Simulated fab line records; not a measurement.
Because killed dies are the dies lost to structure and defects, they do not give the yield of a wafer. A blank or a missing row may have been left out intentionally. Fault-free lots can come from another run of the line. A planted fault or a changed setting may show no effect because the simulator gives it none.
Lot-split experiment | flow n5-finfet | route with 1938 steps; 7 lots, 39 wafers read

## ON THE SPLIT
At N5_HKMG_FIN_EXPOSE_09 (exposes mask NWFM), the setting dose-mj was moved away from the recipe's 39.25 on 15 of the 39 wafers read, by -7.8% to +7.6%. All remaining wafers had this setting at the recipe value.

## FROM THE SPLIT TO THE READING: what the file shows between them, 2 steps
- N5_HKMG_FIN_PEB_10: peb time 60 s
- N5_HKMG_FIN_DEVELOP_11: develop time 30 s

## THE READING
cd-nm at N5_HKMG_FIN_CD_MEAS_12, given in nm (cd target 92.8 nm). Fault-free wafers of this fab line usually give 92.8 nm, standard deviation 0.51 nm.

wafer  | tool, chamber at the split | dose-mj as run | against the recipe | cd-nm, nm | against lot-mates on the recipe
L075.1 | arfi-scanner-02, 0         | 39.25          | recipe             | 92.2      | -
L075.2 | arfi-scanner-02, 0         | 41.75          | +6.4%              | 97.0      | +4.7
L075.3 | arfi-scanner-02, 0         | 39.25          | recipe             | 92.3      | -
L075.4 | arfi-scanner-02, 0         | 41.75          | +6.4%              | 96.7      | +4.4
L075.5 | arfi-scanner-02, 0         | 41.75          | +6.4%              | 96.0      | +3.7
L075.6 | arfi-scanner-02, 0         | 39.25          | recipe             | 92.5      | -
L079.1 | arfi-scanner-02, 0         | 36.18          | -7.8%              | 87.8      | -4.9
L079.2 | arfi-scanner-02, 0         | 36.18          | -7.8%              | 87.6      | -5.1
L079.3 | arfi-scanner-02, 0         | 39.25          | recipe             | 93.1      | -
L079.4 | arfi-scanner-02, 0         | 39.25          | recipe             | 92.4      | -
L079.5 | arfi-scanner-02, 0         | 36.18          | -7.8%              | 87.5      | -5.2
L079.6 | arfi-scanner-02, 0         | 39.25          | recipe             | 92.6      | -
L083.1 | arfi-scanner-02, 0         | 39.25          | recipe             | 92.6      | -
L083.2 | arfi-scanner-02, 0         | 39.25          | recipe             | 93.3      | -
L083.3 | arfi-scanner-02, 0         | 39.25          | recipe             | 92.3      | -
L084.1 | arfi-scanner-01, 0         | 39.25          | recipe             | 93.0      | -
L084.2 | arfi-scanner-01, 0         | 41.89          | +6.7%              | 97.4      | +4.6
L084.3 | arfi-scanner-01, 0         | 41.89          | +6.7%              | 97.6      | +4.8
L084.4 | arfi-scanner-01, 0         | 39.25          | recipe             | 92.8      | -
L084.5 | arfi-scanner-01, 0         | 41.89          | +6.7%              | 97.5      | +4.7
L084.6 | arfi-scanner-01, 0         | 39.25          | recipe             | 92.7      | -
L092.1 | arfi-scanner-02, 0         | 39.25          | recipe             | 91.5      | -
L092.2 | arfi-scanner-02, 0         | 39.25          | recipe             | 92.0      | -
L092.3 | arfi-scanner-02, 0         | 39.25          | recipe             | 91.6      | -
L092.4 | arfi-scanner-02, 0         | 39.25          | recipe             | 92.2      | -
L092.5 | arfi-scanner-02, 0         | 39.25          | recipe             | 91.5      | -
L092.6 | arfi-scanner-02, 0         | 39.25          | recipe             | 92.1      | -
L093.1 | arfi-scanner-02, 0         | 36.34          | -7.4%              | 87.8      | -5.2
L093.2 | arfi-scanner-02, 0         | 39.25          | recipe             | 92.9      | -
L093.3 | arfi-scanner-02, 0         | 39.25          | recipe             | 93.4      | -
L093.4 | arfi-scanner-02, 0         | 39.25          | recipe             | 92.7      | -
L093.5 | arfi-scanner-02, 0         | 36.34          | -7.4%              | 87.8      | -5.2
L093.6 | arfi-scanner-02, 0         | 36.34          | -7.4%              | 88.1      | -4.9
L094.1 | arfi-scanner-02, 0         | 42.25          | +7.6%              | 98.0      | +5.7
L094.2 | arfi-scanner-02, 0         | 39.25          | recipe             | 91.9      | -
L094.3 | arfi-scanner-02, 0         | 39.25          | recipe             | 92.6      | -
L094.4 | arfi-scanner-02, 0         | 39.25          | recipe             | 92.5      | -
L094.5 | arfi-scanner-02, 0         | 42.25          | +7.6%              | 97.3      | +5.0
L094.6 | arfi-scanner-02, 0         | 42.25          | +7.6%              | 98.3      | +6.0

THE FIT
A straight line over all 39 wafers: cd-nm changes by +0.662 nm for each +1% of dose-mj; r = +0.99; the points scatter about the line by 0.5 nm.
The same after taking each lot's own level away (the mean of its wafers on the recipe; 39 wafers): +0.683 nm for each +1%; r = +1.00; scatter 0.31 nm.
Per that fit: largest dose-mj move, reading shift of 5.3 nm.
The span of the lots' own levels, 91.82 to 93.00 nm, comes to 2.3 times the standard deviation stated above.
Hence the lot-to-lot level has little effect on the slope; both slopes agree.
Check: -5.36 nm against its lot-mates is what the line predicts for one of the wafers moved furthest among these (-7.8%) when that wafer is left out of the fit. It came out at -4.9 nm against them.

## OTHER SPLITS APPLIED TO THESE WAFERS
Before the reading, these wafers also passed through other splits. Each is held against what the fit with the lots' levels taken away leaves over:
other split on the same wafers       | wafers away from the commonest value | r with cd-nm (lot level and that fit taken away)
N5_FIN_CUT_CUT_ETCH_15 time-s        | 12                                   | -0.18
N5_DUMMY_GATE_ETCH_31 target-depth-a | 12                                   | +0.01
N5_DUMMY_GATE_ETCH_42 bias-w         | 18                                   | +0.09

## FILE'S OWN FIT
cd-nm changes by +0.684 nm for each +1% of dose-mj, r = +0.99.
